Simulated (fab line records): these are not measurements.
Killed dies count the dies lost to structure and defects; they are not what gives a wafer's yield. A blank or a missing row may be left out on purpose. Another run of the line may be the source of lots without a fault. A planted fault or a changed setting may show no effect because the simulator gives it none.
fab line records    flow n5-finfet
record: lots: 5  wafers: 13  last-day: 18
route steps=1938 shown BEOL_M12@1647 BEOL_M13@1659
lots untouched by any fault: they come from a run of this same line in which no faults occurred
start-h: hours from the record's first day to the start of the lot's first wafer shown    wait-h: hours since the lot's step before    " the same as in the row above    L1.1+2: several wafers, shown together as one row    - no value present, or no start provided    * or withheld: withheld    < > ~ a bound
route shown NAME@n: a module of which the file shows steps, and the number in the route of the first    usual: mean and standard deviation over wafers with no fault    same: alike in all rows    chamber/n: place in a boat    sites: per-site readings    _std_site: standard deviation across them    _edge_site: outer sites' mean less inner sites'    radius-mm: for every site, how far away it sits from the centre of the wafer    mask NAME#n: copy n    behind: tool/chamber where the wafer was last shaped    hold: why the lot was held/for how many hours/how that ended    device: the transistor (n, p or np) that didn't switch    end of line: at the end of the route, the tests of the same wafers    where a step has no rows: the recipe by itself    killed: at the first sort, the dies lost to defects and structure; wafer yield is something else    map: shows each die of a wafer: x if killed, . if not, _ if none is there
set.NAME: the setting the step ran with; set.NAME@STEP: the setting that earlier step ran with    model.NAME: the simulator's own value behind a step, which no gauge read
certain route steps with their lots: each step a table, each wafer a row
services: from which hour (start-h, from the record's first day; less than 0 if before it) a tool's chamber was out of use, for how many hours, and why
== steps ==
step: N5_BEOL_M12_PRE_CLEAN_42
recipe: gas: H2/He  time-s: 30  temp-c: 250
step: N5_BEOL_M12_SPUTTER_43
recipe: material: TaN  target-thk-a: 150  temp-c: 50  bias-v: 168.6  power-w: 15000  chamber-pressure-pa: 0.12  time-s: 24.19
step: N5_BEOL_M12_SPUTTER_44
recipe: material: Ta  target-thk-a: 100  temp-c: 50  bias-v: 80  power-w: 15000  chamber-pressure-pa: 0.07  time-s: 16.13
step: N5_BEOL_M12_SPUTTER_45
recipe: material: Cu  target-thk-a: 800  temp-c: -20  bias-v: 60  power-w: 26000  chamber-pressure-pa: 0.13  time-s: 13.33
step: N5_BEOL_M12_ECD_47
recipe: material: Cu  target-thk-a: 7200
step: N5_BEOL_M12_ANNEAL_48
recipe: temp-c: 225  time-s: 90  ambient: N2
step: N5_BEOL_M12_CMP_49
recipe: stop-on: SiOC  t-overpolish-s: 20.6  down-force-psi: 1  platen-rpm: 50  clearing-platen-down-force-psi: 1.5  clearing-platen-rpm: 50  post-cmp-clean: cu-alkaline  target-thk-nm: 320  clearing-platen-pad-velocity-m-s: 0.99484  pad-velocity-m-s: 0.99484
step: N5_BEOL_M12_PRE_CLEAN_52
recipe: gas: NH3  time-s: 15  temp-c: withheld  rf-power-w: 300
step: N5_BEOL_M12_DEP_53
recipe: material: SiCN  target-thk-a: 300  temp-c: withheld  precursor: 3MS/NH3  pressure-torr: 3  rf-w: 675  time-s: 10.5
step: N5_BEOL_M13_ILD_DEP_00
recipe: material: SiOC  target-thk-a: 8379.2  temp-c: 350  precursor: DEMS/O2  pressure-torr: 5  rf-w: 500  time-s: 166.4
usual: heater-power-w: 461/70  showerhead-plenum-p-Torr: 5.697/0.016  throttle-valve-pct: 12.0/0.53
lot.wafer  tool      chamber  start-h  wait-h  heater-power-w  showerhead-plenum-p-Torr  throttle-valve-pct  model.SiOC_of_BEOL_M13_ILD_DEP_00.thk-nm
L334.3     pecvd-01  1        273.07   0.0     438             5.720                     12.8                832
L334.4     "         2        "        "       589             5.705                     11.1                850
L334.6     "         1        "        "       344             5.687                     13.0                841.8
L341.1     pecvd-01  0        316.46   0.0     444             5.670                     12.1                837.8
L341.3     "         0        "        "       493             5.679                     11.8                855.8
L341.4     "         2        "        "       594             5.676                     11.3                763.2
L337.2     pecvd-01  0        324.11   0.0     497             5.689                     11.7                838
L337.4     "         0        "        "       525             5.677                     11.6                772.2
L344.2     pecvd-01  1        339.57   0.0     410             5.718                     12.5                843.6
L344.6     "         2        "        "       569             5.708                     11.1                766
L350.1     pecvd-03  1        386.80   0.0     412             5.672                     12.4                813.8
L350.2     "         2        "        "       391             5.696                     11.9                823
L350.3     "         0        "        "       423             5.702                     12.0                824.8
step: N5_BEOL_M13_THK_MEAS_01
recipe: reads: SiOC_of_BEOL_M13_ILD_DEP_00
usual: M13_ILD_THK: 841/11
lot.wafer  tool           chamber  start-h  wait-h  M13_ILD_THK[nm]
L334.3     film-metro-02  -        273.23   0.1     832
L334.4     "              -        "        "       850
L334.6     "              -        "        "       842
L341.1     film-metro-02  -        316.67   0.2     838
L341.3     "              -        "        "       856
L341.4     "              -        "        "       763
L337.2     film-metro-01  -        324.26   0.1     838
L337.4     "              -        "        "       772
L344.2     film-metro-02  -        339.72   0.1     843
L344.6     "              -        "        "       766
L350.1     film-metro-02  -        386.95   0.1     814
L350.2     "              -        "        "       824
L350.3     "              -        "        "       825
step: N5_BEOL_M13_COAT_58
recipe: resist: BARC  temp-c: 205  time-s: 60  spin-rpm: 1500  resist-thk-nm: 89
step: N5_BEOL_M13_COAT_04
recipe: spin-rpm: 1625  resist-thk-nm: 400
step: N5_BEOL_M13_EBR_06
recipe: solvent: PGMEA  ebr-width-mm: 1.5
step: N5_BEOL_M13_SOFTBAKE_05
recipe: temp-c: 130  time-s: 60
step: N5_BEOL_M13_EXPOSE_07
recipe: mask-id: V12  na: 0.93  source-shape: conventional  sigma-outer: 0.6  polarization: unpolarized  attpsm-phase-deg: 180  dose-mj: 24.8
step: N5_BEOL_M13_PEB_08
recipe: peb-temp-c: 130  peb-time-s: 90
step: N5_BEOL_M13_DEVELOP_09
recipe: develop-time-s: 45  rinse-liquid: diw  dry: air-spin  dev-temp-c: 21
step: N5_BEOL_M13_HARDBAKE_14
recipe: temp-c: 130  time-s: 120
step: N5_BEOL_M13_DESCUM_15
recipe: chemistry: O2  time-s: 7.9  source-power-w: 50  bias-power-w: 20  pressure-mtorr: 20  rf-frequency-hz: 2.712e+07  temp-c: 40  o2-flow-sccm: 225
step: N5_BEOL_M13_ETCH_59
recipe: chemistry: N2/H2  target: BARC  target-depth-a: 890  overetch-a: 267  time-s: 67.9  ion-energy-ev: 200  pressure-mtorr: 30  source-w: 840  bias-w: 150  n2-flow-sccm: 200  h2-flow-sccm: 200
step: N5_BEOL_M13_VIA_ETCH_16
recipe: chemistry: C4F8/O2/Ar  target: SiOC  pressure-mtorr: 30  source-w: 3000  bias-w: 700  Ar_flow_sccm: 400  C4F8_flow_sccm: 15  O2_flow_sccm: 8  he-inner-torr: 15  he-outer-torr: 30  target-depth-a: 9217  time-s: withheld  ion-energy-ev: 250  ends: cleared
usual: drypump-motor-current-A: 5.7/0.39  oes-product-au: 0.71/0.079  rf-vpp-V: 666/3.4  showerhead-plenum-p-Torr: 3.43/0.13  throttle-valve-pct: 24.03/0.24
lot.wafer  tool         chamber  start-h  wait-h  drypump-motor-current-A  oes-product-au  rf-vpp-V  showerhead-plenum-p-Torr  throttle-valve-pct  model.etch.depth-nm  model.coat_of_BEOL_M13_COAT_04.thk-nm
L334.3     rie-diel-06  3        273.83   0.0     5.3                      0.73            670       3.58                      24.28               831.9                72.4
L334.4     "            0        "        "       5.8                      0.78            662       3.29                      24.05               849.9                66.4
L334.6     "            3        "        "       5.3                      0.73            669       3.59                      24.28               841.8                68.8
L341.1     rie-diel-01  2        317.27   0.0     6.1                      0.88            671       3.60                      23.84               837.7                66.6
L341.3     "            0        "        "       5.2                      0.62            666       3.48                      24.17               855.9                67
L341.4     "            3        "        "       6.3                      0.76            664       3.32                      23.98               763.3                93
L337.2     rie-diel-03  3        324.86   0.0     5.9                      0.81            667       3.49                      24.36               838                  68.8
L337.4     "            2        "        "       5.2                      0.65            661       3.23                      23.67               772.2                89.4
L344.2     rie-diel-06  3        340.32   0.0     5.3                      0.70            668       3.57                      24.30               843.7                69.8
L344.6     "            1        "        "       5.9                      0.73            667       3.43                      23.66               766.1                92
L350.1     rie-diel-03  2        387.76   0.0     5.2                      0.64            662       3.22                      23.68               813.7                79.6
L350.2     "            0        "        "       5.2                      0.71            670       3.60                      24.02               823.1                75.2
L350.3     "            1        "        "       6.0                      0.68            670       3.54                      23.70               824.9                77.6
step: N5_BEOL_M13_STRIP_63
recipe: chemistry: N2/H2  power-w: 1000  temp-c: 250  h2-frac: 0.65  overash-fraction: 0.3  pressure-mtorr: 1000  n2-flow-sccm: 1750  h2-flow-sccm: 3250
usual: drypump-motor-current-A: 5.71/0.28  heater-power-w: 349/30  oes-product-au: 0.674/0.0053  strip-time-to-endpoint-s: 27.7/1.1
lot.wafer  tool             chamber  start-h  wait-h  drypump-motor-current-A  heater-power-w  oes-product-au  rf-hours-counter-h  strip-time-to-endpoint-s
L334.3     plasma-asher-02  1        274.08   -       5.91                     317             0.669           -                   28.4
L334.4     "                0        "        "       5.82                     321             0.671           -                   26.6
L334.6     "                0        "        "       5.84                     325             0.676           -                   27.3
L341.1     plasma-asher-01  1        317.51   -       5.22                     393             0.672           135                 26.6
L341.3     "                1        "        "       5.23                     379             0.678           -                   26.8
L341.4     "                0        "        "       5.90                     371             0.687           -                   34.2
L337.2     plasma-asher-01  0        325.10   -       5.89                     367             0.673           137                 27.3
L337.4     "                1        "        "       5.31                     391             0.685           -                   33.3
L344.2     plasma-asher-02  0        340.56   -       5.80                     319             0.674           89                  27.6
L344.6     "                0        "        "       5.82                     321             0.676           -                   34.0
L350.1     plasma-asher-01  1        388.00   -       5.27                     385             0.675           156                 30.5
L350.2     "                0        "        "       5.93                     358             0.674           156                 29.2
L350.3     "                1        "        "       5.27                     382             0.673           -                   29.9
step: N5_BEOL_M13_STRIP_64
recipe: chemistry: N2/H2  power-w: 1000  temp-c: 250  h2-frac: 0.65  overash-fraction: 0.3  pressure-mtorr: withheld  n2-flow-sccm: 1750  h2-flow-sccm: 3250
step: N5_BEOL_M13_STRIP_71
recipe: chemistry: post-etch-residue-remover  time-s: 60  temp-c: 25  remover-ph: withheld  remover-water-wt-pct: withheld  remover-fluoride-wt-pct: withheld
step: N5_BEOL_M13_SRD_72
recipe: time-s: 30  temp-c: 23  rinse-liquid: diw  dry: n2-spin  spin-rpm: 1500  dry-time-s: 30
step: N5_BEOL_M13_COAT_65
recipe: resist: SOC  temp-c: 250  time-s: 60  spin-rpm: 1500  resist-thk-nm: 350
step: N5_BEOL_M13_COAT_66
recipe: resist: SiARC  temp-c: 220  time-s: 60  spin-rpm: 1500  resist-thk-nm: 110
step: N5_BEOL_M13_COAT_22
recipe: spin-rpm: 2888  resist-thk-nm: 300
step: N5_BEOL_M13_EBR_24
recipe: solvent: PGMEA  ebr-width-mm: 1.5
step: N5_BEOL_M13_SOFTBAKE_23
recipe: temp-c: 130  time-s: 60
step: N5_BEOL_M13_EXPOSE_25
recipe: mask-id: M13  na: 0.93  source-shape: conventional  sigma-outer: 0.4  polarization: unpolarized  target-cd-nm: 210  dose-mj: 22
step: N5_BEOL_M13_PEB_26
recipe: peb-temp-c: 130  peb-time-s: 90
step: N5_BEOL_M13_DEVELOP_27
recipe: develop-time-s: 45  rinse-liquid: diw  dry: air-spin  dev-temp-c: 21
step: N5_BEOL_M13_HARDBAKE_32
recipe: temp-c: 130  time-s: 120
step: N5_BEOL_M13_CMP_49
recipe: stop-on: SiOC  t-overpolish-s: 17.1  down-force-psi: 1  platen-rpm: 50  clearing-platen-down-force-psi: 1.5  clearing-platen-rpm: 50  post-cmp-clean: cu-alkaline  target-thk-nm: 420  clearing-platen-pad-velocity-m-s: 0.99484  pad-velocity-m-s: 0.99484
usual: motor-current-A: 5.8/0.59
lot.wafer  tool    chamber  start-h  wait-h  motor-current-A  model.SiOC_of_BEOL_M13_ILD_DEP_00.thk-nm
L334.3     cmp-04  1        278.03   0.2     6.0              773.2
L334.4     "       2        "        "       5.2              792.6
L334.6     "       1        "        "       6.4              784.2
L341.3     cmp-04  3        320.85   0.2     5.6              798
L341.4     "       0        "        "       5.1              707
L341.1     "       2        "        "       5.1              780.6
L337.2     cmp-02  0        328.22   0.2     6.0              781.4
L337.4     "       1        "        "       5.8              714.8
L344.2     cmp-02  2        346.79   0.2     6.5              785.6
L344.6     "       3        "        "       6.8              707.4
L350.1     cmp-04  2        393.20   0.3     5.0              757.8
L350.2     "       0        "        "       5.4              763.4
L350.3     "       1        "        "       6.4              767
== services ==
tool             chamber  start-h  hours  kind
pecvd-01         0        251.33   2.1    scheduled-down
cmp-04           -        259.58   2.5    repair
pecvd-01         0        265.44   4.3    repair
rie-diel-01      1        271.31   18.5   repair
plasma-asher-02  -        277.54   2.4    repair
rie-diel-01      2        282.41   8.8    repair
cmp-02           -        298.56   4.0    pm
cmp-02           -        302.56   -      consumable-replace:conditioner
cmp-02           -        302.56   -      consumable-replace:pad
rie-diel-06      2        303.58   -      clean
rie-diel-06      2        303.58   -      consumable-replace:focus-ring
rie-diel-06      2        303.58   16.4   scheduled-down
rie-diel-06      2        303.58   16.4   vent-cycle
pecvd-01         1        314.86   5.5    scheduled-down
rie-diel-01      -        346.57   2.8    pm
rie-diel-06      -        363.32   2.8    pm
plasma-asher-02  -        364.51   28.0   repair
rie-diel-03      -        366.81   2.8    pm
cmp-02           -        368.75   5.8    pm
cmp-04           -        381.54   4.0    pm
cmp-04           -        385.54   -      consumable-replace:conditioner
cmp-04           -        385.54   -      consumable-replace:pad
cmp-02           -        387.08   0.2    repair
plasma-asher-01  -        392.49   2.8    pm
== key ==
first-sign: step: N5_BEOL_M13_THK_MEAS_01  reading: M13_ILD_THK  direction: down  sigmas: 6.8  usual: 841  struck: 767
effect: step: N5_BEOL_M13_STRIP_63  reading: strip-time-to-endpoint-s  direction: up  sigmas: 5.4  usual: *  struck: *
model-effect: step: N5_BEOL_M13_ILD_DEP_00  value: SiOC_of_BEOL_M13_ILD_DEP_00.thk-nm  without: 856.4  struck: 767.1
model-effect: step: N5_BEOL_M13_VIA_ETCH_16  value: etch.depth-nm  without: 856.4  struck: 767.2
model-effect: step: N5_BEOL_M13_CMP_49  value: SiOC_of_BEOL_M13_ILD_DEP_00.thk-nm  without: 798.9  struck: 709.7
met-at N5_BEOL_M13_ILD_DEP_00
struck-wafers L337.4,L341.4,L344.6
onset-between 273.07 316.46
fault: kind: process-parameter-drift  tool: pecvd-01  chamber: -  onset-h: 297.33  steps: N5_BEOL_M13_ILD_DEP_00  channel: target-thk-a  offset: *  shape: step  end-h: 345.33  scope: struck-wafers-only  acts-in: *  stated: *
